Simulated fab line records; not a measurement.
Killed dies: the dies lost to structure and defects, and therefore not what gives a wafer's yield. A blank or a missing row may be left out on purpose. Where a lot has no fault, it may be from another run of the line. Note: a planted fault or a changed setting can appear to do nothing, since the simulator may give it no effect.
Split-lot experiment    flow n5Finfet    on a route of 1938 steps: 7 lots, 21 wafers read

SPLIT DETAILS
At N5_BEOL_M5_EXPOSE_08 (exposes mask M5, target cd 28 nm), the setting doseMj was moved away from the recipe's 35.75 on 5 of the 21 wafers read, by -5.8% to +5.2%. All remaining wafers had this setting at the recipe value.

FROM THE SPLIT TO THE READING: what the file shows between them, 2 steps
- N5_BEOL_M5_PEB_09: peb time 60 s
- N5_BEOL_M5_DEVELOP_10: develop time 30 s

THE READING
cdNm, in nm, at N5_BEOL_M5_CD_MEAS_11 (target cd 27.74 nm). A value of 27.93 nm with a standard deviation of 0.25 nm is what fault-free wafers of this fab line usually give.

wafer   tool, chamber at the split  doseMj as run  against the recipe  cdNm, nm  against lot-mates on the recipe
L074.2  euvScanner-01, 0            35.75          recipe              27.96     -
L074.4  euvScanner-01, 0            35.75          recipe              27.72     -
L074.6  euvScanner-01, 0            35.75          recipe              28.14     -
L075.2  euvScanner-02, 0            35.75          recipe              27.94     -
L075.4  euvScanner-02, 0            35.75          recipe              28.07     -
L075.6  euvScanner-02, 0            35.75          recipe              28.04     -
L082.3  euvScanner-02, 0            37.62          +5.2%               29.16     +1.13
L082.4  euvScanner-02, 0            37.62          +5.2%               29.09     +1.06
L082.6  euvScanner-02, 0            35.75          recipe              28.03     -
L084.3  euvScanner-01, 0            33.66          -5.8%               26.28     -1.39
L084.4  euvScanner-01, 0            35.75          recipe              27.61     -
L084.6  euvScanner-01, 0            35.75          recipe              27.73     -
L086.1  euvScanner-01, 0            35.75          recipe              27.96     -
L086.2  euvScanner-01, 0            35.75          recipe              28.14     -
L086.6  euvScanner-01, 0            35.75          recipe              27.75     -
L095.1  euvScanner-01, 0            35.75          recipe              27.62     -
L095.4  euvScanner-01, 0            35.75          recipe              28.41     -
L095.6  euvScanner-01, 0            35.75          recipe              27.69     -
L093.1  euvScanner-01, 0            34.84          -2.5%               27.42     -0.11
L093.2  euvScanner-01, 0            34.84          -2.5%               27.17     -0.36
L093.4  euvScanner-01, 0            35.75          recipe              27.53     -

FIT RESULTS
A straight line over all 21 wafers: cdNm changes by +0.249 nm for each +1% of doseMj; r = +0.93; the points scatter about the line by 0.22 nm.
The same after taking each lot's own level away (the mean of its wafers on the recipe; 21 wafers): +0.204 nm for each +1%; r = +0.92; scatter 0.2 nm.
The reading moves by 1.2 nm for the largest change in doseMj, on that fit.
Across the lots, their own levels run from 27.530 to 28.030 nm, a range of 2.0 times the standard deviation given above.
In other words, the slope is changed by the lot-to-lot level; the two fits disagree.
Check: with one of the wafers moved furthest among these (-5.8%) left out of the fit, the line predicts -1.04 nm for it against its lot-mates. It came out at -1.39 nm against them.

FURTHER SPLITS ON THESE WAFERS
These wafers also went through other splits before the reading. Each is held against what the fit with the lots' levels taken away leaves over:
other split on the same wafers   wafers away from the commonest value  r with cdNm (lot level and that fit taken away)
N5_BEOL_M3_EXPOSE_08 doseMj      3                                     +0.05
N5_BEOL_M5_HM_DEP_02 targetThkA  6                                     +0.20

THE WHOLE CHAIN: every reading that the file lists as answering this split, in the file's order
step                   what it does                                                           reading                                                        change (the file's fit)                r (the file's)
N5_BEOL_M5_CD_MEAS_11  target cd 27.74 nm                                                     cdNm                                                           +0.212 nm for each +1% of the setting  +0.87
N5_BEOL_M5_DESCUM_16   chemistry O2, time 7 s                                                 BEOL_M5.cdNm (the simulator's own value, which no gauge read)  +0.277 nm for each +1% of the setting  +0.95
N5_BEOL_M5_ETCH_61     etches SiARC in CF4, target depth 15.6 nm, time 26 s                   BEOL_M5.cdNm (the simulator's own value, which no gauge read)  +0.293 nm for each +1% of the setting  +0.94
N5_BEOL_M5_ETCH_62     etches SOC in N2/H2, target depth 75 nm, overetch 15 nm, time 112.5 s  BEOL_M5.cdNm (the simulator's own value, which no gauge read)  +0.259 nm for each +1% of the setting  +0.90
N5_BEOL_M5_HM_OPEN_17  chemistry Cl2/BCl3, target TiN, target depth 20 nm, overetch 6 nm      BEOL_M5.cdNm (the simulator's own value, which no gauge read)  +0.267 nm for each +1% of the setting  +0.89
N5_BEOL_M5_ETCH_75     etches underlayer in N2/H2, target depth 6.5 nm, time 5.2 s            BEOL_M5.cdNm (the simulator's own value, which no gauge read)  +0.25 nm for each +1% of the setting   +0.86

THE FILE'S OWN FIT
cdNm changes by +0.212 nm for each +1% of doseMj, r = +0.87.
